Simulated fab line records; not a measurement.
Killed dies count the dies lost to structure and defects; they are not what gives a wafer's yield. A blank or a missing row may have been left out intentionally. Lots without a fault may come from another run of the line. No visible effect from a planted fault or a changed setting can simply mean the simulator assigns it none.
8D (eight disciplines) problem report, filled in by code | flow nand harc | the parts of the form that need people (team, actions taken, sign-off) are left out

== 1. THE ISSUE ==
VT_DECK2_TOP at NHARC_END_WLT_00 reads a mean of 0.969 on 3 wafers of 1 lot; wafers without a fault read 0.897 with a standard deviation of 0.0077. That is +9.3 standard deviations from the usual mean.
The first sign was on wafer L110.1 at day 30 09:58, on prober-02. The record holds 33 wafers of 11 lots with a number at this step. Rule for "out", or "out of limits": more than 4 standard deviations from the usual mean. The other wafers with a number count as sound.

== 2. WHAT IT IS, AND WHAT IT ISN'T ==
question                    | is                                                                                                                                                                               | is not
which readings at this step | VT_DECK2_TOP, VT_DECK2_BOTTOM, VT_DECK2_BOTTOM_INNER, VT_DECK2_MEDIAN_NEAR_BOTTOM, VT_DECK2_MEDIAN_NEAR_BOTTOM_INNER, VT_DECK2_MIDDLE, VT_DECK2_MIDDLE_INNER, VT_DECK2_TOP_INNER | VT_DECK1_BOTTOM, VT_DECK1_BOTTOM_INNER, VT_DECK1_MEDIAN_NEAR_BOTTOM, VT_DECK1_MEDIAN_NEAR_BOTTOM_INNER, VT_DECK1_MIDDLE, VT_DECK1_MIDDLE_INNER, VT_DECK1_TOP, VT_DECK1_TOP_INNER
which lots                  | L110                                                                                                                                                                             | L100, L101, L102, L103, L117, L118, L996, L997, L998, L999
which wafers of those lots  | all that have a number                                                                                                                                                           | -
read on which gauges        | prober-02                                                                                                                                                                        | prober-01
when                        | from day 30 09:58                                                                                                                                                                | up to then (24 sound wafers); but 6 sound wafers of L117, L118 came after

== 3. SUSPECTS, AND WHAT RULES EACH OUT ==
Counting: a tool stays on the suspect list if, at a process step up to the reading, it processed all lots that are out and no sound lot following the first of them.
- the gauge at NHARC_END_WLT_00: kept. All the wafers that are out were read on prober-02, and no step on other tools shows them out.
- lpcvd poly-03 at NHARC_A_CHANNEL_FILL_D2_CVD_18 (deposits poly-Si, target thk 3 nm): kept. It ran the lot that is out, L110 (day 20 16:59), and no sound lot after that; its last sound lot up to then is L101 (day 16 10:15).
- cmp-03 at NHARC_THIN_TSV_CMP_01 (polishes): kept. It ran the lot that is out, L110 (day 29 19:26), and no sound lot after that; its last sound lot up to then is L103 (day 26 18:46).
- pecvd-04 at NHARC_THIN_TSV_DEP_47 (deposits SiO2, target thk 200 nm): ruled out as a lasting fault. Following L110 (day 29 22:26), the first lot on it that is out, the sound lots L117 were run on it.
- pvd sputter-01 at NHARC_THIN_TSV_PVD_51 (deposits Cu, target thk 100 nm): ruled out as a lasting fault. Following L110 (day 30 09:58), the first lot on it that is out, the sound lots L118 were run on it. With no start given for some of its lots, NHARC_THIN_TSV_PVD_51 uses the hours and lot order of NHARC_END_WLT_00.
lpcvd poly-03 at NHARC_A_CHANNEL_FILL_D2_CVD_18, cmp-03 at NHARC_THIN_TSV_CMP_01 and prober-02 at NHARC_END_WLT_00 are what is left after counting.

== 4. THE CAUSE (what the simulator had put in) ==
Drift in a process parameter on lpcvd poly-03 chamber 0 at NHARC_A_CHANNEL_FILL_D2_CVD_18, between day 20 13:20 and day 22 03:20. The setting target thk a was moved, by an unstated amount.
3 suspects survive the count, and this tool is in that group.

== 5. THE EFFECT CHAIN, in route order ==
Each row: a reading where the mean over the struck wafers with a number is more than 3 standard deviations away from the usual. Readings are gone through only where the record gives a usual standard deviation; hours: the median, over the lots, of the time from a lot's start at the first step in this table giving one to that lot's start at this step; sigmas: the change measured in usual standard deviations.
hours | step             | reading                           | usual | on struck wafers | change | sigmas
0     | NHARC_END_WLT_00 | VT_DECK2_BOTTOM                   | 0.874 | 0.936            | +0.062 | +7.3
0     | NHARC_END_WLT_00 | VT_DECK2_BOTTOM_INNER             | 0.874 | 0.939            | +0.065 | +7.9
0     | NHARC_END_WLT_00 | VT_DECK2_MEDIAN_NEAR_BOTTOM       | 0.875 | 0.934            | +0.059 | +7.0
0     | NHARC_END_WLT_00 | VT_DECK2_MEDIAN_NEAR_BOTTOM_INNER | 0.875 | 0.937            | +0.062 | +6.9
0     | NHARC_END_WLT_00 | VT_DECK2_MIDDLE                   | 0.887 | 0.955            | +0.068 | +8.5
0     | NHARC_END_WLT_00 | VT_DECK2_MIDDLE_INNER             | 0.887 | 0.955            | +0.068 | +7.7
0     | NHARC_END_WLT_00 | VT_DECK2_TOP                      | 0.897 | 0.969            | +0.072 | +9.3
0     | NHARC_END_WLT_00 | VT_DECK2_TOP_INNER                | 0.897 | 0.967            | +0.070 | +8.7

== 6. WHAT WOULD HAVE CAUGHT IT SOONER ==
Counted from the fault's start at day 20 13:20, it took 237 hours until the first out-of-limits reading at a measuring or inspecting step in this record, taken at day 30 09:58.
Each of the lots that are out, 1 in all, had begun NHARC_A_CHANNEL_FILL_D2_CVD_18 on lpcvd poly-03 no later than day 30 09:58. None of them would have been spared by holding the tool at that moment.
